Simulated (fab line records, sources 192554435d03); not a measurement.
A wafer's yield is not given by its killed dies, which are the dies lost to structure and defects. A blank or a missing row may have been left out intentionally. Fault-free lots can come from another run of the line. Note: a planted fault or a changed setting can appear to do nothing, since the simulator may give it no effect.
A lot that was struck, set against a sound lot || flow n5 finfet || 40 steps out of a route of 1938
Sound: wafers L830.1, L830.2, L830.3. Struck: wafers L836.5, L836.6. (L836.3 of the same lot was not struck and is left out.) The cause comes at the end.
Each step with rows lists, per side, the tool, then ch with its chambers, then its first start. Under that, the readings that differ: sound wafers || struck wafers || difference of the means || sigmas: that difference in standard deviations of wafers without a fault.
alike: readings with means less than 2 such deviations apart, plus words and numbers identical on both sides. not compared: withheld readings, readings lacking a value on some wafer, bounds such as >300 that could conceal the same value, and numbers that have no deviation in the record and whose values overlap.
The two part at a step that has a row with sigmas, a row that says differs or no value, or rows on one side only. Non-overlapping numbers with no deviation appear without sigmas and do not part them. A reading missing from all wafers of one side parts the sides only when that side holds two or more wafers.

first, 11 steps without rows for these wafers: N5_BEOL_M0_SAQP_SPACER1_ETCHBACK_99 (etches SiO2 in CHF3/O2, target depth 15.4 nm, time 7.7 s); N5_BEOL_M0_SAQP_MANDREL1_REMOVE_100 (chemistry HBr/Cl2/O2, target a-Si, stops on SiNx, bt time 10 s); N5_BEOL_M0_SAQP_ETCH_101 (etches SiNx in CH3F/O2, target depth 29.9 nm, time 42.7 s); N5_BEOL_M0_SAQP_ETCH_102 (etches SiO2 in CF4, target depth 4 nm, time 4.4 s); N5_BEOL_M0_SAQP_MANDREL_ETCH_103 (etches a-Si in HBr/Cl2, stops on SiCN, target depth 45 nm, bt time 10 s, time 27 s); N5_BEOL_M0_SAQP_RECESS_104 (chemistry HF/NH3, target SiO2, target depth 18 nm, afs cycles 3, sublimation time 60 s); N5_BEOL_M0_SAQP_COAT_105 (time 60 s, resist thk 100 nm); N5_BEOL_M0_SAQP_ETCH_106 (etches SOC in N2/H2, stops on SiNx, target depth 150 nm); N5_BEOL_M0_SAQP_ETCH_107 (etches SiNx in CH3F/O2, target depth 30 nm); N5_BEOL_M0_SAQP_STRIP_108 (strips in N2/H2); N5_BEOL_M0_SAQP_RECESS_109 (chemistry HF/NH3, target SiO2, target depth 3 nm, afs cycles 1, sublimation time 60 s).
N5_BEOL_M0_SAQP_SPACER2_ALD_26: deposits SiO2, target thk 15 nm, pulse time 1 s, purge time 2 s.
  sound on ald sin-01 ch 1,2,3, day 6 15:28; struck on ald sin-01 ch 1,2, day 8 03:08
{"reading": "model.SiO2_of_BEOL_M0_SAQP_SPACER2_ALD_26.thk nm (nm)", "sound": "14.8 15 14.8", "struck": "21.8 21.8", "difference": "+6.9", "sigmas": ""}
  alike: heater power w, precursor pulse height rel
then, 1 step without rows for these wafers: N5_BEOL_M0_SAQP_SPACER2_ETCHBACK_27 (etches SiO2 in CHF3/O2, target depth 22.5 nm, time 11.25 s).
N5_BEOL_M0_SAQP_MANDREL2_REMOVE_110: chemistry HBr/Cl2/O2, target a-Si, stops on SiCN, bt time 10 s.
  sound on rie si-06 ch 0,2,3, day 6 16:06; struck on rie si-01 ch 2,3, day 8 03:46
{"reading": "rf hours counter h (h)", "sound": "84 33 2", "struck": "- -", "difference": "no value on the struck wafers", "sigmas": ""}
{"reading": "model.SiO2_of_BEOL_M0_SAQP_SPACER2_ALD_26.thk nm (nm)", "sound": "10.4 10.4 10.4", "struck": "17.4 17.4", "difference": "+7.0", "sigmas": ""}
{"reading": "model.BEOL_M0_SAQP.cd nm (nm)", "sound": "15 15 14.8", "struck": "21.8 21.8", "difference": "+6.9", "sigmas": ""}
  alike: drypump motor current A, oes product au, throttle valve pct
N5_BEOL_M0_SAQP_CD_MEAS_29: target cd 14.4 nm.
  sound on cd sem-03 ch 0, day 6 16:13; struck on cd sem-01 ch 0, day 8 03:53
{"reading": "cd nm (nm)", "sound": "14.94 14.85 14.55", "struck": "22.20 21.49", "difference": "+7.06", "sigmas": "+27"}
then, 23 steps without rows for these wafers: N5_BEOL_M0_SAQP_COAT_69 (time 60 s, resist thk 90 nm); N5_BEOL_M0_SAQP_COAT_72 (time 60 s, resist thk 15 nm); N5_BEOL_M0_SAQP_COAT_87 (time 60 s, resist thk 5 nm); N5_BEOL_M0_SAQP_COAT_34 (resist thk 30 nm); N5_BEOL_M0_SAQP_EBR_36; N5_BEOL_M0_SAQP_SOFTBAKE_35 (time 60 s); N5_BEOL_M0_SAQP_EXPOSE_37 (exposes mask M0 CUT1, target cd 30 nm); N5_BEOL_M0_SAQP_PEB_38 (peb time 60 s); N5_BEOL_M0_SAQP_DEVELOP_39 (develop time 30 s); N5_BEOL_M0_SAQP_DESCUM_45 (chemistry O2, time 7 s); N5_BEOL_M0_SAQP_ETCH_88 (etches underlayer in N2/H2, target depth 6.5 nm, time 5.2 s); N5_BEOL_M0_SAQP_ETCH_73 (etches SiARC in CF4, target depth 19.5 nm, time 32.5 s); N5_BEOL_M0_SAQP_CUT_ETCH_46 (etches SOC in N2/H2, target depth 135 nm, overetch 27 nm, time 202.5 s); N5_BEOL_M0_SAQP_STRIP_74 (strips in N2/H2); N5_BEOL_M0_SAQP_STRIP_89 (strips in N2/H2); N5_BEOL_M0_SAQP_ALD_48 (deposits SiO2, target thk 20 nm, pulse time 1 s, co reactant pulse time 1 s); N5_BEOL_M0_SAQP_ETCH_49 (etches SiO2 in CF4/O2, target depth 37 nm); N5_BEOL_M0_SAQP_STRIP_75 (strips in CF4); N5_BEOL_M0_CUTY_COAT_50 (time 60 s, resist thk 15 nm); N5_BEOL_M0_CUTY_COAT_51 (resist thk 150 nm); N5_BEOL_M0_CUTY_EBR_52; N5_BEOL_M0_CUTY_SOFTBAKE_53 (time 60 s); N5_BEOL_M0_CUTY_EXPOSE_54 (exposes mask M0 ABLK).
N5_BEOL_M4_RC_MEAS_101:
  the record has rows for the sound wafers here (prober-01 ch 0, day 8 14:11) and none for the struck ones
-- the record jumps here: 6 days lie between the struck wafers' starts before and after (it left off in module BEOL_M4 and takes up again in module PASSIVATION, whose first step shown is number 1936 of the route) --
N5_PASSIVATION_PROBE_49:
  only the struck wafers here have rows in the record (prober-01, day 14 01:58); the sound ones have none

## WHERE THEY PART
First at N5_BEOL_M0_SAQP_MANDREL2_REMOVE_110; last, within this record, at N5_PASSIVATION_PROBE_49.

WHY: the cause the simulator had injected
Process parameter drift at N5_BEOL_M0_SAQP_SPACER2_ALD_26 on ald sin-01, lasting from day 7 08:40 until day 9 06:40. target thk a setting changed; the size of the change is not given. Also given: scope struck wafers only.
